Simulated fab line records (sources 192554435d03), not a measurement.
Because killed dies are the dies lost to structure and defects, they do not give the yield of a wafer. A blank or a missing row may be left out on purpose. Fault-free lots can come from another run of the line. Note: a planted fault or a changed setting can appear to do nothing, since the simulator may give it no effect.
8D (eight disciplines) problem report, filled in by code | flow n5Finfet | the parts of the form that need people (team, actions taken, sign-off) are left out

## 1. WHAT IS WRONG
Mean of rfFwdPowerW at N5_MIM_BOT_ETCH_ETCH_03: 1274.2 W across 9 wafers in 3 lots; on wafers with no fault it is 794.4 W (standard deviation 2.3). That is +99 or more standard deviations from the usual mean.
The step: etches the open film in Cl2/BCl3, target depth 12 nm.
The first sign was on wafer L486.2 at day 14 12:29, on rieMetal-02. The record holds 33 wafers of 11 lots with a number at this step. The rule behind "out" and "out of limits": a value lying over 4 standard deviations away from the usual mean. The rest of the wafers with a number are treated as sound.

## 2. WHAT IT IS; WHAT IT IS NOT
question                    | is                     | is not
which readings at this step | rfFwdPowerW            | drypumpMotorCurrentA, throttleValvePct
which lots                  | L485, L486, L488       | L478, L479, L483, L484, L495, L499, L500, L501
which wafers of those lots  | all that have a number | -
read on which tools         | rieMetal-02            | rieMetal-01, rieMetal-03
when                        | from day 14 12:29      | up to then (12 sound wafers); but 12 sound wafers of L495, L499, L500, L501 came after

## 3. WHAT RULES OUT EACH SUSPECT
Counting: any tool at a process step up to the reading is kept as a suspect provided that every lot that is out went through it and no sound lot did after the first of them.
- rieMetal-02 at N5_MIM_BOT_ETCH_ETCH_03 (etches the open film in Cl2/BCl3, target depth 12 nm): ruled out as a lasting fault. Following L486 (day 14 12:29), the first lot on it that is out, the sound lots L495 were run on it.
Left after counting: nothing in the record.

## 4. THE CAUSE (what the simulator had put in)
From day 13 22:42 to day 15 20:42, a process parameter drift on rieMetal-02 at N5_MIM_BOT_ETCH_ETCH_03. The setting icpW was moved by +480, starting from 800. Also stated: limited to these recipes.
Counting ruled it out, wrongly.

## 5. THE EFFECT CHAIN, in route order
Each row: a reading whose mean over the struck wafers that have a number lies more than 3 standard deviations from the usual. Scope: only readings with a usual standard deviation given in the record; hours: median across lots of the time from each lot's start at the first step in this table that gives one to its start at this step; sigmas: change in usual standard deviations.
hours | step                    | reading     | usual   | on struck wafers | change | sigmas
0     | N5_MIM_BOT_ETCH_ETCH_03 | rfFwdPowerW | 794.4 W | 1274.2           | +479.8 | +99 or more
Here are the process steps it includes:
- N5_MIM_BOT_ETCH_ETCH_03: etches the open film in Cl2/BCl3, target depth 12 nm.
At these later measuring or inspecting steps, every struck wafer for which the step has a row has a number for every such reading, and none has moved that far: N5_PASSIVATION_OVL_MEAS_60.

## 6. WHAT WOULD HAVE CAUGHT IT SOONER
First out-of-limits reading in this record: day 14 12:29, which is 14 hours after fault onset at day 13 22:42.
